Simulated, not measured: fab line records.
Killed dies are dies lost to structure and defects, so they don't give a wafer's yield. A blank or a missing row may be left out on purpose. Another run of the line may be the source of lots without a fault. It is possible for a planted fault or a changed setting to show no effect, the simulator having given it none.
Chamber matching || flow nand-harc || NHARC_A_STAIRCASE_DESCUM_291 on rie-diel-12: 4 sister chambers
The step chemistry O2, time 3 s. 16 wafers are shown with their chamber, then 8 later ones without.

EACH WAFER AND ITS CHAMBER
{"wafer": "L074.1", "chamber": 0, "drypump-motor-current-A (A)": 6.2, "showerhead-plenum-p-Torr (Torr)": 1.85, "rf-vpp-V (V)": 57.3}
{"wafer": "L074.5", "chamber": 2, "drypump-motor-current-A (A)": 6.3, "showerhead-plenum-p-Torr (Torr)": 1.89, "rf-vpp-V (V)": 56.1}
{"wafer": "L074.6", "chamber": 1, "drypump-motor-current-A (A)": 6.2, "showerhead-plenum-p-Torr (Torr)": 1.77, "rf-vpp-V (V)": 57.9}
{"wafer": "L076.1", "chamber": 3, "drypump-motor-current-A (A)": 5.8, "showerhead-plenum-p-Torr (Torr)": 2.06, "rf-vpp-V (V)": 58.1}
{"wafer": "L076.3", "chamber": 0, "drypump-motor-current-A (A)": 6.2, "showerhead-plenum-p-Torr (Torr)": 1.85, "rf-vpp-V (V)": 57.0}
{"wafer": "L076.5", "chamber": 3, "drypump-motor-current-A (A)": 5.9, "showerhead-plenum-p-Torr (Torr)": 2.06, "rf-vpp-V (V)": 57.8}
{"wafer": "L078.2", "chamber": 0, "drypump-motor-current-A (A)": 6.2, "showerhead-plenum-p-Torr (Torr)": 1.85, "rf-vpp-V (V)": 57.6}
{"wafer": "L078.4", "chamber": 2, "drypump-motor-current-A (A)": 6.3, "showerhead-plenum-p-Torr (Torr)": 1.89, "rf-vpp-V (V)": 56.9}
{"wafer": "L078.5", "chamber": 3, "drypump-motor-current-A (A)": 5.9, "showerhead-plenum-p-Torr (Torr)": 2.06, "rf-vpp-V (V)": 58.8}
{"wafer": "L085.3", "chamber": 3, "drypump-motor-current-A (A)": 5.9, "showerhead-plenum-p-Torr (Torr)": 2.05, "rf-vpp-V (V)": 58.1}
{"wafer": "L085.5", "chamber": 0, "drypump-motor-current-A (A)": 6.2, "showerhead-plenum-p-Torr (Torr)": 1.84, "rf-vpp-V (V)": 56.8}
{"wafer": "L085.6", "chamber": 1, "drypump-motor-current-A (A)": 6.3, "showerhead-plenum-p-Torr (Torr)": 2.07, "rf-vpp-V (V)": 58.1}
{"wafer": "L086.2", "chamber": 0, "drypump-motor-current-A (A)": 6.2, "showerhead-plenum-p-Torr (Torr)": 1.84, "rf-vpp-V (V)": 58.8}
{"wafer": "L086.4", "chamber": 1, "drypump-motor-current-A (A)": 6.3, "showerhead-plenum-p-Torr (Torr)": 2.07, "rf-vpp-V (V)": 59.9}
{"wafer": "L086.5", "chamber": 0, "drypump-motor-current-A (A)": 6.2, "showerhead-plenum-p-Torr (Torr)": 1.84, "rf-vpp-V (V)": 57.9}
{"wafer": "L093.1", "chamber": 3, "drypump-motor-current-A (A)": 5.9, "showerhead-plenum-p-Torr (Torr)": 2.04, "rf-vpp-V (V)": 57.8}

SIGNATURES (means of the wafers above)
{"reading": "drypump-motor-current-A", "chamber 0": 6.200, "chamber 1": 6.267, "chamber 2": 6.300, "chamber 3": 5.880, "scatter within a chamber": 0.035}
{"reading": "showerhead-plenum-p-Torr", "chamber 0": 1.8450, "chamber 1": 1.9700, "chamber 2": 1.8900, "chamber 3": 2.0540, "scatter within a chamber": 0.071}
{"reading": "rf-vpp-V", "chamber 0": 57.567, "chamber 1": 58.633, "chamber 2": 56.500, "chamber 3": 58.120, "scatter within a chamber": 0.709}
Rule: a wafer's distance from a chamber is the root of the sum, over the readings, of the square of ((its reading less the chamber's mean) divided by the reading's scatter). The wafer belongs to the nearest chamber; if the next one is less than 2 further off, it can't be placed. The scatter: take each reading less its chamber's mean, square it, sum over the shown wafers, divide by the number of wafers less the number of chambers, and take the root.

WAFERS WITH NO CHAMBER GIVEN
{"wafer": "L093.5", "drypump-motor-current-A (A)": 5.9, "showerhead-plenum-p-Torr (Torr)": 2.04, "rf-vpp-V (V)": 59.0}
{"wafer": "L093.6", "drypump-motor-current-A (A)": 6.2, "showerhead-plenum-p-Torr (Torr)": 1.83, "rf-vpp-V (V)": 57.7}
{"wafer": "L094.2", "drypump-motor-current-A (A)": 6.3, "showerhead-plenum-p-Torr (Torr)": 2.06, "rf-vpp-V (V)": 57.9}
{"wafer": "L094.4", "drypump-motor-current-A (A)": 6.2, "showerhead-plenum-p-Torr (Torr)": 1.83, "rf-vpp-V (V)": 59.4}
{"wafer": "L094.6", "drypump-motor-current-A (A)": 6.3, "showerhead-plenum-p-Torr (Torr)": 1.87, "rf-vpp-V (V)": 56.7}
{"wafer": "L095.3", "drypump-motor-current-A (A)": 5.9, "showerhead-plenum-p-Torr (Torr)": 2.04, "rf-vpp-V (V)": 58.1}
{"wafer": "L095.5", "drypump-motor-current-A (A)": 5.9, "showerhead-plenum-p-Torr (Torr)": 2.04, "rf-vpp-V (V)": 58.0}
{"wafer": "L095.6", "drypump-motor-current-A (A)": 6.2, "showerhead-plenum-p-Torr (Torr)": 1.83, "rf-vpp-V (V)": 57.7}

WHICH CHAMBER EACH WENT THROUGH
{"wafer": "L093.5", "from the rows above": 3, "in truth": 3}
{"wafer": "L093.6", "from the rows above": 0, "in truth": 0}
{"wafer": "L094.2", "from the rows above": "can't be placed: 1 or 2", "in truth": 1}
{"wafer": "L094.4", "from the rows above": "can't be placed: 0 or 1", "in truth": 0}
{"wafer": "L094.6", "from the rows above": 2, "in truth": 2}
{"wafer": "L095.3", "from the rows above": 3, "in truth": 3}
{"wafer": "L095.5", "from the rows above": 3, "in truth": 3}
{"wafer": "L095.6", "from the rows above": 0, "in truth": 0}
Placed correctly: 6 of 8. These rows do not allow placing 2 (true chamber among the candidates in 2). 0 placed wrongly.
